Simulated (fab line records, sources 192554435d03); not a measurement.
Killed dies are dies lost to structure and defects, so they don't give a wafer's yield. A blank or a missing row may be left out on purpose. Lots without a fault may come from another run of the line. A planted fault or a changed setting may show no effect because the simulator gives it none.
A struck lot beside a sound one | flow n5_finfet | 15 steps out of a route of 1938
Sound: wafers L967.1, L967.2, L967.3. Struck: wafers L970.2, L970.3, L970.4. The cause comes at the end.
At each step with rows: each side's tool, then ch and its chambers, then its first start. Under that, the readings that differ: sound wafers | struck wafers | difference of the means | sigmas: that difference in standard deviations of wafers without a fault.
alike: readings whose means differ by less than 2 such deviations, and words and numbers that are the same on both sides. not compared: withheld readings, readings that some wafer has no value for, bounds like >300 that may hide the same value, and numbers for which the record gives no deviation and whose values overlap.
The two part at a step that has a row with sigmas, a row that says differs or no value, or rows on one side only. Numbers that don't overlap but have no deviation are shown without sigmas and don't part them. A reading that every wafer of one side lacks parts them only if that side has two wafers or more.

N5_MOL_CONTACT_COAG_CD_MEAS_08: target cd 28 nm.
  sound on cd_sem-02 ch 0, day 5 23:10; struck on cd_sem-01 ch 0, day 6 15:57
  alike: cd_nm
N5_MOL_CONTACT_COAG_OVL_MEAS_09:
  sound on overlay-02 ch 0, day 5 23:11; struck on overlay-01 ch 0, day 6 15:59
  alike: CA_OVL
N5_MOL_CONTACT_COAG_INSPECT_10: inspects for defects (brightfield).
  sound on defect_inspect-01, day 5 23:15; struck on defect_inspect-02, day 6 16:02
  alike: raw_defect_count
N5_MOL_CONTACT_COAG_DESCUM_13: chemistry O2, time 7 s.
  sound on rie_diel-03 ch 0,1,2, day 5 23:17; struck on rie_diel-03 ch 0,1,2, day 6 16:46
  alike: chamber_pressure_mTorr, drypump_motor_current_A, oes_product_au, rf_vpp_V, showerhead_plenum_p_Torr, temp_c, throttle_valve_pct
  not compared: rf_hours_counter_h
N5_MOL_CONTACT_COAG_ETCH_59: etches underlayer in N2/H2, target depth 13 nm, time 10.4 s.
  sound on rie_diel-03 ch 0,1,2, day 5 23:19; struck on rie_diel-03 ch 0,1,2, day 6 16:49
  alike: bias_w, chamber_pressure_mTorr, drypump_motor_current_A, etch_rf_on_time_s, oes_product_au, rf_vpp_V, showerhead_plenum_p_Torr, throttle_valve_pct
  not compared: rf_hours_counter_h
then, 1 step without rows for these wafers: N5_MOL_CONTACT_COAG_ETCH_105 (etches SiARC in CF4, target depth 15.6 nm, time 26 s).
N5_MOL_CONTACT_COAG_ETCH_106: etches SOC in N2/H2, target depth 80 nm, overetch 16 nm, time 120 s.
  sound on rie_diel-03 ch 0,1,2, day 5 23:22; struck on rie_diel-03 ch 0,1,2, day 6 16:52
  alike: bias_w, chamber_pressure_mTorr, drypump_motor_current_A, oes_product_au, rf_vpp_V, showerhead_plenum_p_Torr, temp_c, throttle_valve_pct
  not compared: rf_hours_counter_h
then, 2 steps without rows for these wafers: N5_MOL_CONTACT_COAG_STRIP_107 (strips in N2/H2); N5_MOL_CONTACT_COAG_STRIP_108 (strips in N2/H2).
N5_MOL_CONTACT_COAG_CONTACT_ETCH_14: etches SiO2 in C4F6/O2, target depth 27.5 nm, overetch 8.5 nm, time 20 s.
  sound on rie_diel-03 ch 0,1,2, day 5 23:28; struck on rie_diel-03 ch 0,1,2, day 6 16:58
  alike: bias_w, chamber_pressure_mTorr, drypump_motor_current_A, oes_f_703_au, oes_product_au, rf_vpp_V, showerhead_plenum_p_Torr, throttle_valve_pct
  not compared: rf_hours_counter_h
then, 1 step without rows for these wafers: N5_MOL_CONTACT_COAG_STRIP_109 (strips in C4F6/O2).
N5_MOL_CONTACT_COAG_ETCH_15: etches SiNx in CH3F/O2, stops on Si:P, target depth 7 nm.
  sound on rie_diel-03 ch 0,1,2, day 5 23:30; struck on rie_diel-03 ch 0,1,2, day 6 16:59
  alike: bias_w, chamber_pressure_mTorr, drypump_motor_current_A, oes_f_703_au, oes_product_au, rf_vpp_V, showerhead_plenum_p_Torr, throttle_valve_pct
  not compared: rf_hours_counter_h
N5_MOL_CONTACT_COAG_ETCH_110: etches Si in CF4/O2, target depth 2.5 nm, time 8 s.
  sound on rie_diel-03 ch 0,1,2, day 5 23:34; struck on rie_diel-03 ch 0,1,2, day 6 17:03
  reading                  | sound             | struck            | difference | sigmas
  bias_w (W)               | 12.01 11.97 12.06 | 13.53 13.54 13.65 | +1.56      | +39
  rf_vpp_V (V)             | 129.4 126.3 125.6 | 140.5 139.2 142.3 | +13.6      | +8
  model.etch.depth_nm (nm) | 2.515 2.517 2.475 | 2.682 2.618 2.666 | +0.153     |
  alike: chamber_pressure_mTorr, drypump_motor_current_A, oes_f_703_au, oes_product_au, showerhead_plenum_p_Torr, throttle_valve_pct
  not compared: rf_hours_counter_h
then, 1 step without rows for these wafers: N5_MOL_CONTACT_COAG_STRIP_98 (strips in N2/H2).
N5_PASSIVATION_PROBE_49:
  the record has rows for the sound wafers here (prober-01, day 15 07:31) and none for the struck ones

WHERE THEY PART
First at N5_MOL_CONTACT_COAG_ETCH_110; last, within this record, at N5_PASSIVATION_PROBE_49.

WHY: what the simulator had put in
Process parameter drift: rie_diel-03, from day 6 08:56 on, at N5_MOL_CONTACT_COAG_ETCH_110. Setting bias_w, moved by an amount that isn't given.
